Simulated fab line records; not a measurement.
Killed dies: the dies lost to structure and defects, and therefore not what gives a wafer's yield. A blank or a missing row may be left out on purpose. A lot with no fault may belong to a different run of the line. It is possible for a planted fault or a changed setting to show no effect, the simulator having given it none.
Which of the tools did it? / flow nand-harc / 69 wafers sampled from 23 lots at 1 step of a route of 1302

WHAT EACH GAUGE READ, for each wafer
NHARC_P_GATE_CD_MEAS_91 targets a cd of 2000 nm. Usual: cd-nm reads 2000.3 nm (standard deviation 1.7).
lot=L074; measured=day 5 17:57; on=cd-sem-01; cd-nm (nm)=1993.9 1997.7 1997.9; flag=
lot=L075; measured=day 6 04:23; on=cd-sem-02; cd-nm (nm)=2001.3 1998.9 2000.3; flag=
lot=L076; measured=day 6 16:56; on=cd-sem-01; cd-nm (nm)=1997.4 2000.4 2000.4; flag=
lot=L077; measured=day 6 20:08; on=cd-sem-03; cd-nm (nm)=2002.7 1998.9 2001.1; flag=
lot=L079; measured=day 7 19:11; on=cd-sem-03; cd-nm (nm)=2000.4 1998.3 2000.9; flag=
lot=L078; measured=day 7 21:05; on=cd-sem-03; cd-nm (nm)=1998.8 1999.1 1998.6; flag=
lot=L080; measured=day 8 12:44; on=cd-sem-02; cd-nm (nm)=2003.4 1999.4 2000.1; flag=
lot=L081; measured=day 8 20:47; on=cd-sem-03; cd-nm (nm)=2002.8 2001.0 2002.0; flag=
lot=L082; measured=day 9 01:31; on=cd-sem-01; cd-nm (nm)=2000.4 2002.8 2001.5; flag=
lot=L083; measured=day 9 11:36; on=cd-sem-03; cd-nm (nm)=1996.5 1999.3 1998.5; flag=
lot=L084; measured=day 9 20:16; on=cd-sem-02; cd-nm (nm)=1995.4 2000.4 2000.1; flag=
lot=L086; measured=day 10 11:03; on=cd-sem-03; cd-nm (nm)=2001.5 2002.2 1999.9; flag=
lot=L085; measured=day 10 17:02; on=cd-sem-03; cd-nm (nm)=2001.2 2002.8 2000.1; flag=
lot=L087; measured=day 11 08:59; on=cd-sem-03; cd-nm (nm)=1998.8 2000.9 1996.9; flag=
lot=L089; measured=day 11 17:40; on=cd-sem-03; cd-nm (nm)=2000.7 2001.6 2000.3; flag=
lot=L088; measured=day 11 19:43; on=cd-sem-02; cd-nm (nm)=2000.6 2002.1 2001.3; flag=
lot=L090; measured=day 12 15:52; on=cd-sem-01; cd-nm (nm)=1997.9 1998.8 1996.1; flag=
lot=L091; measured=day 12 17:33; on=cd-sem-03; cd-nm (nm)=2003.2 2001.7 1999.8; flag=
lot=L092; measured=day 13 04:41; on=cd-sem-03; cd-nm (nm)=2002.3 1999.9 2000.0; flag=
lot=L094; measured=day 14 07:59; on=cd-sem-03; cd-nm (nm)=2001.8 2001.4 2000.1; flag=
lot=L095; measured=day 14 10:26; on=cd-sem-03; cd-nm (nm)=2001.3 2002.5 2003.6; flag=
lot=L096; measured=day 15 01:08; on=cd-sem-02; cd-nm (nm)=2000.4 2001.9 2002.4; flag=
lot=L097; measured=day 15 09:53; on=cd-sem-02; cd-nm (nm)=1999.8 2001.3 2001.9; flag=

TOOL THAT RAN EACH LOT (tool first, then ch and the chambers of the sampled wafers, then the start)
The record holds no process step before these readings.

AS READ BY THE TOOLS THEMSELVES (means over the sampled wafers that have a number; for cases with no such wafer, the mark the record gives instead)
The record holds no such reading with a usual standard deviation.

THE ANSWER, worked out from the rows above alone
Rule: lot off if the mean of its wafers having a number is beyond 3 standard deviations from the usual mean. A lot without any number at a reading at which 4 lots or more have one is off too. The other lots that the step has rows for count as sound. First the gauges in route order, then the tools' own readings, where a lot's mean is used as printed above. At the first step where some lot is off, the reading lying furthest off is the one used; lots without a number count as furthest.
Nothing can be told from this: no lot is off at any reading shown.

WHAT THE SIMULATOR PUT IN
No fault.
